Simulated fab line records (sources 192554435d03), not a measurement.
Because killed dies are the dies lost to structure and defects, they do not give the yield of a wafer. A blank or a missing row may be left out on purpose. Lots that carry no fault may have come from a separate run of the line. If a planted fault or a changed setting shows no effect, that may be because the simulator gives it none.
A struck lot beside a sound one | flow n5Finfet | 15 steps out of a route of 1938
Sound: these wafers, L965.2, L965.4, L965.5. Struck: wafer L976.2; the same lot's L976.5 was not struck, so it is left out; see the end for the cause.
Each step with rows lists, per side, the tool, then ch with its chambers, then its first start. Under that, the readings that differ: sound wafers | struck wafers | difference of the means | sigmas: that difference in standard deviations of wafers without a fault.
alike: readings whose means differ by less than 2 such deviations, and words and numbers that are the same on both sides. not compared: withheld readings, readings that some wafer has no value for, bounds like >300 that may hide the same value, and numbers for which the record gives no deviation and whose values overlap.
A row with sigmas, a row that says differs or no value, or rows on one side alone: a step with any of these is where the two part. When numbers do not overlap yet have no deviation, they are printed without sigmas and do not part them. A reading that every wafer of one side lacks parts them only if that side has two wafers or more.

N5_BEOL_M11_VIA_ETCH_34: etches SiCOH lowk in C4F6/O2, target depth 184.5 nm, time 69.2 s.
  sound on rieDiel-03 ch 0,1,3, day 12 22:41; struck on rieDiel-05 ch 2, day 16 08:15
reading                  | sound       | struck | difference | sigmas
drypumpMotorCurrentA (A) | 5.3 5.5 5.4 | 6.4    | +1.0       | +2
rfVppV (V)               | 663 654 659 | 688    | +29        | +2
  alike: O2_flow_sccm, biasW, mfcArSccm, oes_ar_750_au, oesProductAu, showerheadPlenumPTorr, throttleValvePct
  not compared: rfHoursCounterH
then, 1 step without rows for these wafers: N5_BEOL_M11_STRIP_73 (strips in C4F6/O2).
N5_BEOL_M11_STRIP_36: strips in N2/H2.
  sound on rieDiel-03 ch 0,1,3, day 12 22:44; struck on rieDiel-05 ch 2, day 16 08:19
reading                      | sound          | struck | difference | sigmas
drypumpMotorCurrentA (A)     | 5.3 5.6 5.4    | 6.4    | +1.0       | +2
showerheadPlenumPTorr (Torr) | 2.50 2.55 2.54 | 2.70   | +0.17      | +2
  alike: oesProductAu, rfVppV, throttleValvePct
  not compared: rfHoursCounterH
N5_BEOL_M11_TRENCH_ETCH_37: etches SiCOH lowk in C4F6/O2, target depth 148.83 nm, time 48 s.
  sound: rieDiel-03 ch 0,1,3; struck: rieDiel-05 ch 2
reading    | sound       | struck | difference | sigmas
rfVppV (V) | 660 654 661 | 685    | +27        | +2
  alike: O2_flow_sccm, biasW, drypumpMotorCurrentA, mfcArSccm, oes_ar_750_au, oesProductAu, showerheadPlenumPTorr, throttleValvePct
  not compared: rfHoursCounterH
then, 1 step without rows for these wafers: N5_BEOL_M11_ETCH_41 (etches SiCN in CH3F/O2, target depth 42.6 nm, time 86 s).
N5_BEOL_M11_STRIP_77: strips in N2/H2, time 10 s.
  sound: rieDiel-03 ch 0,1,3; struck: rieDiel-05 ch 2
reading                      | sound          | struck | difference | sigmas
drypumpMotorCurrentA (A)     | 5.4 5.5 5.4    | 6.4    | +1.0       | +2
showerheadPlenumPTorr (Torr) | 2.50 2.55 2.54 | 2.70   | +0.17      | +2
  alike: oesProductAu, rfVppV, throttleValvePct
  not compared: rfHoursCounterH
N5_BEOL_M11_OCD_MEAS_38:
  struck on ocd-02, day 16 08:32; sound on ocd-02, day 12 22:58
  alike: trenchDepthNm
then, 4 steps without rows for these wafers: N5_BEOL_M11_HM_STRIP_39 (strips TiN in peroxide tin strip, target depth 25 nm, time 158 s); N5_BEOL_M11_SRD_40 (time 30 s); N5_BEOL_M11_PRECLEAN_42 (cleans in residue remover, time 60 s); N5_BEOL_M11_SRD_43 (time 30 s).
N5_BEOL_M11_CD_MEAS_35: the cd target is 70 nm.
  struck on cdSem-01, day 16 08:41; sound on cdSem-02, day 12 23:07
  alike: cdNm
N5_BEOL_M11_CURE_72: cures SiCOH lowk, time 120 s.
  sound on uvCure-01 ch 2, day 12 23:13; struck on uvCure-03 ch 0, day 16 08:47
reading          | sound             | struck | difference | sigmas
lampPowerPct (%) | 52.34 52.41 52.35 | 50.95  | -1.42      | -26
runLengthS (s)   | 178.8 178.8 179.0 | 151.8  | -27.1      | -19
  alike: wafer_temp_C_max
N5_BEOL_M11_DEGAS_44: time 60 s.
  struck on pvdSputter-02, day 16 09:37; sound on pvdSputter-01, day 12 23:34
  alike: heaterPowerW
next, for these wafers, 1 step has no rows: N5_PASSIVATION_PROBE_49.

== WHERE THEY PART ==
At N5_BEOL_M11_VIA_ETCH_34 first; at N5_BEOL_M11_CURE_72 last (within this record only). Later steps at which nothing parts them and some readings are alike: N5_BEOL_M11_DEGAS_44.

WHY: the cause the simulator had injected
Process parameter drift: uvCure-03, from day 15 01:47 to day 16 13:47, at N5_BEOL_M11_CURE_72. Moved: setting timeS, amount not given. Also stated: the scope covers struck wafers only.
